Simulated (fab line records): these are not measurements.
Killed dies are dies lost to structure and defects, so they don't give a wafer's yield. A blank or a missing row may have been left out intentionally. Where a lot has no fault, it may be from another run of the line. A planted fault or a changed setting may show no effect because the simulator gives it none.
Matching of chambers | flow nandHarc | 4 sister chambers for NHARC_A_CONTACT_DESCUM_74 on rieDiel-06
The step chemistry O2, time 3 s. 14 wafers are shown with their chamber, then 7 later ones without.

## WAFERS, EACH WITH ITS CHAMBER
wafer  | chamber | showerheadPlenumPTorr (Torr) | oesProductAu (a.u.) | rfVppV (V)
L077.3 | 3       | 1.88                         | 0.983               | 56.1
L077.5 | 2       | 1.86                         | 0.991               | 57.1
L077.6 | 1       | 1.88                         | 1.001               | 57.1
L082.1 | 2       | 1.85                         | 0.993               | 58.4
L082.3 | 0       | 2.01                         | 0.983               | 57.5
L082.6 | 0       | 2.01                         | 0.992               | 57.9
L085.3 | 3       | 1.87                         | 1.001               | 58.5
L085.5 | 3       | 1.87                         | 1.004               | 55.5
L085.6 | 2       | 1.85                         | 0.989               | 58.2
L088.2 | 3       | 1.87                         | 1.000               | 56.0
L088.5 | 3       | 1.87                         | 0.995               | 57.5
L088.6 | 0       | 2.00                         | 0.996               | 57.9
L090.1 | 2       | 1.84                         | 0.991               | 57.0
L090.2 | 1       | 1.87                         | 0.998               | 58.1

SIGNATURES, as means of the wafers listed above
reading               | chamber 0 | chamber 1 | chamber 2 | chamber 3 | scatter within a chamber
showerheadPlenumPTorr | 2.0067    | 1.8750    | 1.8500    | 1.8720    | 0.0063
oesProductAu          | 0.99033   | 0.99950   | 0.99100   | 0.99660   | 0.00612
rfVppV                | 57.767    | 57.600    | 57.675    | 56.720    | 0.914
Rule: distance of a wafer from a chamber = root of the sum over the readings of ((wafer's reading minus chamber's mean) / reading's scatter) squared. The wafer belongs to the nearest chamber; if the next one is less than 2 further off, it can't be placed. The scatter is the square root of a quotient: the sum, over the shown wafers, of each reading's squared deviation from its chamber's mean, divided by wafers minus chambers.

## WAFERS WITHOUT THEIR CHAMBER
wafer  | showerheadPlenumPTorr (Torr) | oesProductAu (a.u.) | rfVppV (V)
L090.4 | 2.00                         | 0.989               | 58.7
L095.1 | 2.00                         | 0.998               | 58.4
L095.3 | 1.86                         | 1.018               | 58.0
L095.4 | 1.84                         | 0.980               | 57.3
L096.1 | 1.84                         | 0.982               | 56.7
L096.3 | 1.86                         | 0.991               | 57.7
L096.5 | 1.86                         | 1.007               | 57.5

## WHICH CHAMBER EACH ONE RAN IN
wafer  | from the rows above          | in truth
L090.4 | 0                            | 0
L095.1 | 0                            | 0
L095.3 | can't be placed: 1 or 3 or 2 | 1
L095.4 | 2                            | 2
L096.1 | 2                            | 2
L096.3 | can't be placed: 2 or 3 or 1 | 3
L096.5 | can't be placed: 1 or 3 or 2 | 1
Correct placement for 4 of the 7. Not placeable from these rows: 3 (in 3, the candidates include the true chamber). Number placed wrongly: 0.
